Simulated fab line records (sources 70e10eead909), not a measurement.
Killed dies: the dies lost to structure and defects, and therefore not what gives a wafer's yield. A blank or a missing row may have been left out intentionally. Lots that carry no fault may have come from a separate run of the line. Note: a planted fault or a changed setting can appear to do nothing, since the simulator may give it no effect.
A lot that was struck, set against a sound lot + flow nandHarc + 15 steps out of a route of 1159
Sound: the wafers L572.3, L572.5, L572.6. Struck: wafer L570.1 (left out: L570.4, L570.5 of the same lot, which were not struck); the cause appears at the end.
Each step with rows lists, per side, the tool, then ch with its chambers, then its first start. Under that, the readings that differ: sound wafers + struck wafers + difference of the means + sigmas: that difference in standard deviations of wafers without a fault.
alike: readings with means less than 2 such deviations apart, plus words and numbers identical on both sides. not compared: withheld readings, readings lacking a value on some wafer, bounds such as >300 that could conceal the same value, and numbers that have no deviation in the record and whose values overlap.
The two part at a step that has a row with sigmas, a row that says differs or no value, or rows on one side only. Non-overlapping numbers with no deviation appear without sigmas and do not part them. A reading that every wafer of one side lacks parts them only if that side has two wafers or more.

NHARC_A_SGD_CUT_ETCH_15: etches the open film in CH3F/O2, target depth 75 nm, time 64.3 s.
  sound on rieDiel-05 ch 0,1; struck on rieDiel-02 ch 3
  alike: drypumpMotorCurrentA, oesProductAu, rfFwdPowerW, rfVppV, showerheadPlenumPTorr, throttleValvePct
  not compared: rfHoursCounterH
NHARC_A_SGD_CUT_ETCH_16: etches the open film in C4F8/O2/Ar, target depth 310.5 nm, time 155.2 s.
  sound on rieDiel-05 ch 1,2,3; struck on rieDiel-02 ch 3
| reading             | sound             | struck | difference | sigmas |
|---------------------|-------------------|--------|------------|--------|
| oesProductAu (a.u.) | 0.917 0.920 0.935 | 0.973  | +0.049     | +3     |
  alike: rfFwdPowerW, rfVppV
  not compared: rfHoursCounterH
then, 1 step without rows for these wafers: NHARC_A_SGD_CUT_STRIP_60 (strips in C4F8/O2/Ar).
NHARC_A_SGD_CUT_STRIP_17: strips in O2.
  sound on rieDiel-05 ch 0,3; struck on rieDiel-02 ch 2
  alike: drypumpMotorCurrentA, oesProductAu, rfVppV, showerheadPlenumPTorr, throttleValvePct
  not compared: rfHoursCounterH
then, 4 steps without rows for these wafers: NHARC_A_SGD_CUT_PRECLEAN_18 (cleans in SC1); NHARC_A_SGD_CUT_SRD_19; NHARC_A_SGD_CUT_DEP_20 (deposits SiO2, target thk 150 nm); NHARC_A_SGD_CUT_ANNEAL_27 (time 1800 s).
NHARC_A_SGD_CUT_CMP_21: polishes, target thk 148.19 nm.
  sound on cmp-04 ch 0,3, day 19 21:34; struck on cmp-04 ch 0, day 19 01:31
  alike: motorCurrentA, timeToEndpointS
  not compared: padLifeWafers
NHARC_A_SGD_CUT_THK_MEAS_22: measures by ellipsometry.
  struck on filmMetro-02, day 19 01:46; sound on filmMetro-02, day 19 21:47
  alike: thkNm
then, 2 steps without rows for these wafers: NHARC_A_SGD_CUT_SRD_23; NHARC_A_SGD_CUT_ETCH_26 (etches SiO2 in dHF, target depth 45.8 nm).
NHARC_A_SGD_CUT_ETCHBACK_24: etches the open film in CH3F/O2, target depth 50 nm, time 92.857 s.
  sound on rieDiel-02 ch 0,2,3, day 19 22:02; struck on rieDiel-05 ch 2, day 19 02:01
| reading        | sound             | struck | difference | sigmas |
|----------------|-------------------|--------|------------|--------|
| runLengthS (s) | 114.7 113.8 114.2 | 89.2   | -25.0      | -56    |
  alike: drypumpMotorCurrentA, oesProductAu, rfVppV, showerheadPlenumPTorr, throttleValvePct
  not compared: rfFwdPowerW, rfHoursCounterH
NHARC_A_SGD_CUT_STRIP_28: strips in O2, time 20 s.
  sound on rieDiel-02 ch 2,3; struck on rieDiel-05 ch 2
  alike: drypumpMotorCurrentA, oesProductAu, rfVppV, showerheadPlenumPTorr, throttleValvePct
  not compared: rfHoursCounterH
-- jump in the record: it breaks off in module A_SGD_CUT and resumes in module END (first step shown: number 1159 of the route), and 5 days separate the struck wafers' starts before and after --
NHARC_END_SORT_01:
  the record has rows for the struck wafers here (prober-02 ch 0, day 24 06:14) and none for the sound ones

== WHERE THEY PART ==
Earliest at NHARC_A_SGD_CUT_ETCH_16; latest, in this record, at NHARC_END_SORT_01.

WHY: the cause the simulator had injected
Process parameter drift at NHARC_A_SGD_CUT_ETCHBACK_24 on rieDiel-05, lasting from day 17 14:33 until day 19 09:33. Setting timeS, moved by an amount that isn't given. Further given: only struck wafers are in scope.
